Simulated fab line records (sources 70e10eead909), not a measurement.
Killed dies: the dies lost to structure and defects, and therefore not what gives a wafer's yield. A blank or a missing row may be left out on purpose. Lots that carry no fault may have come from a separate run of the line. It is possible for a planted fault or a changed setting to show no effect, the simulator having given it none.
Matching of chambers	flow nand-harc	4 sister chambers for NHARC_A_CONTACT_ETCH_90 on rie-diel-01
The step etches the open film in CH3F/O2, target depth 40 nm, time 85.7 s. 18 wafers are shown with their chamber, then 9 later ones without.

## EACH WAFER AND ITS CHAMBER
wafer	chamber	drypump-motor-current-A (A)	showerhead-plenum-p-Torr (Torr)	rf-vpp-V (V)
L079.1	0	6.0	2.63	247.1
L079.4	2	5.6	2.42	244.8
L079.5	1	5.6	2.46	243.6
L076.3	2	5.5	2.42	243.8
L076.4	3	5.0	2.50	245.3
L076.5	1	5.6	2.45	244.8
L081.3	1	5.7	2.45	243.9
L081.4	0	6.0	2.62	246.6
L081.6	2	5.5	2.42	243.9
L082.2	0	6.0	2.62	247.8
L082.3	2	5.5	2.41	242.4
L082.6	3	5.0	2.50	243.8
L092.2	2	5.6	2.41	243.7
L092.4	1	5.7	2.44	243.2
L092.5	0	6.0	2.61	246.7
L089.2	3	5.0	2.49	244.4
L089.4	1	5.6	2.44	246.2
L089.5	3	5.0	2.49	244.8

SIGNATURES, as means of the wafers listed above
reading	chamber 0	chamber 1	chamber 2	chamber 3	scatter within a chamber
drypump-motor-current-A	6.000	5.640	5.540	5.000	0.0414
showerhead-plenum-p-Torr	2.6200	2.4480	2.4160	2.4950	0.00707
rf-vpp-V	247.050	244.340	243.720	244.575	0.877
Rule: a wafer lies at a distance from a chamber equal to the root of the sum of squares, over the readings, of (its reading less the chamber's mean, divided by the reading's scatter). The wafer belongs to the nearest chamber; if the next one is less than 2 further off, it can't be placed. How the scatter is found: for the shown wafers, subtract from each reading the mean of its chamber, square and add these, divide the total by (wafers less chambers), then take the root.

## WAFERS MISSING THEIR CHAMBER
wafer	drypump-motor-current-A (A)	showerhead-plenum-p-Torr (Torr)	rf-vpp-V (V)
L090.2	5.0	2.49	244.7
L090.3	5.6	2.41	243.8
L090.6	5.7	2.44	244.0
L091.3	6.0	2.61	246.1
L091.4	5.0	2.49	243.3
L091.6	5.0	2.49	246.9
L093.2	5.1	2.49	243.6
L093.3	5.6	2.44	243.2
L093.5	6.0	2.61	247.5

## WHICH CHAMBER EACH ONE RAN IN
wafer	from the rows above	in truth
L090.2	3	3
L090.3	2	2
L090.6	1	1
L091.3	0	0
L091.4	3	3
L091.6	3	3
L093.2	3	3
L093.3	can't be placed: 1 or 2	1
L093.5	0	0
Correct placement for 8 of the 9. Not placeable from these rows: 1 (in 1, the candidates include the true chamber). Wrongly placed: 0.
